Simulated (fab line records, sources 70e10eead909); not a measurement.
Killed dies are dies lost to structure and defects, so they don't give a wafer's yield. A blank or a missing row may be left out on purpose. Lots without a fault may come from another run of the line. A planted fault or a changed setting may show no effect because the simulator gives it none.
Which tool did it? | flow nand_harc | 6 lots, 18 wafers sampled, at 4 steps of a route of 1302

WHAT THE GAUGES READ, wafer by wafer
NHARC_A_SOURCE_PLATE_THK_MEAS_09: measures by ellipsometry.
lot  | measured     | on            | thk_nm (nm)
L644 | day 7 18:56  | film_metro-01 | 11.3 9.8 8.0
L646 | day 8 14:28  | film_metro-02 | 14.4 15.4 16.2
L651 | day 10 19:03 | film_metro-01 | 10.2 10.7 7.7
L657 | day 13 07:29 | film_metro-02 | 9.8 8.5 8.4
L661 | day 14 09:38 | film_metro-02 | 9.6 7.4 11.0
L665 | day 16 07:46 | film_metro-02 | 7.7 8.2 11.5

WHICH TOOL RAN EACH LOT (tool, then ch and the chambers of the sampled wafers, then the start)
lot  | NHARC_P_BONDPAD_DEGAS_25     | NHARC_P_BONDPAD_CMP_19        | NHARC_A_SOURCE_PLATE_OXIDE_02
L644 | pvd_sputter-02, day 7 06:58  | cmp-01 ch 2,3, day 7 08:03    | furnace-03 ch 0, day 7 14:53
L646 | pvd_sputter-03, day 7 22:39  | cmp-02 ch 0,3, day 7 23:43    | furnace-03, day 8 06:16 and furnace-07 ch 0, day 8 10:09
L651 | pvd_sputter-02, day 10 05:20 | cmp-02 ch 1,2,3, day 10 06:25 | furnace-07 ch 0, day 10 15:01
L657 | pvd_sputter-03, day 12 20:14 | cmp-02 ch 1,2, day 12 21:22   | furnace-07 ch 0, day 13 03:23
L661 | pvd_sputter-01, day 13 22:50 | cmp-02 ch 0,2,3, day 13 23:55 | furnace-06 ch 0, day 14 05:35
L665 | pvd_sputter-01, day 15 20:01 | cmp-04 ch 0,3, day 15 21:08   | furnace-03 ch 0, day 16 03:39
- NHARC_P_BONDPAD_DEGAS_25: time 60 s.
- NHARC_P_BONDPAD_CMP_19: polishes, t overpolish 30 s, cu recess touch 16 s, target thk 160.81 nm.
- NHARC_A_SOURCE_PLATE_OXIDE_02: material SiO2, target thk 10 nm, ox time 1362 s.

THE ANSWER, worked out from the rows above alone
Rule: what is usual is taken from the lots themselves. Put in order of their means at a reading, lots are off if they are a third of the lots or fewer, leave a main group of 4 or more, and stand apart from it by a gap of 3 or more times the standard deviation of the main group's means; of several such gaps the widest counts. A main group whose means are all the same, to the digits that the tables above print for the reading, isn't used. A lot without any number at a reading at which 4 lots or more have one is off too. The other lots that the step has rows for count as sound.
Off: L646, at NHARC_A_SOURCE_PLATE_THK_MEAS_09 (thk_nm). The main group: mean 9.3 nm, standard deviation 0.28.
A tool fits if, at a process step before that reading, it ran every lot that is off, and no sound lot after the first of them. The gauges at NHARC_A_SOURCE_PLATE_THK_MEAS_09 are tried like those tools. None of those tried fits.

WHAT THE SIMULATOR HAD PUT IN
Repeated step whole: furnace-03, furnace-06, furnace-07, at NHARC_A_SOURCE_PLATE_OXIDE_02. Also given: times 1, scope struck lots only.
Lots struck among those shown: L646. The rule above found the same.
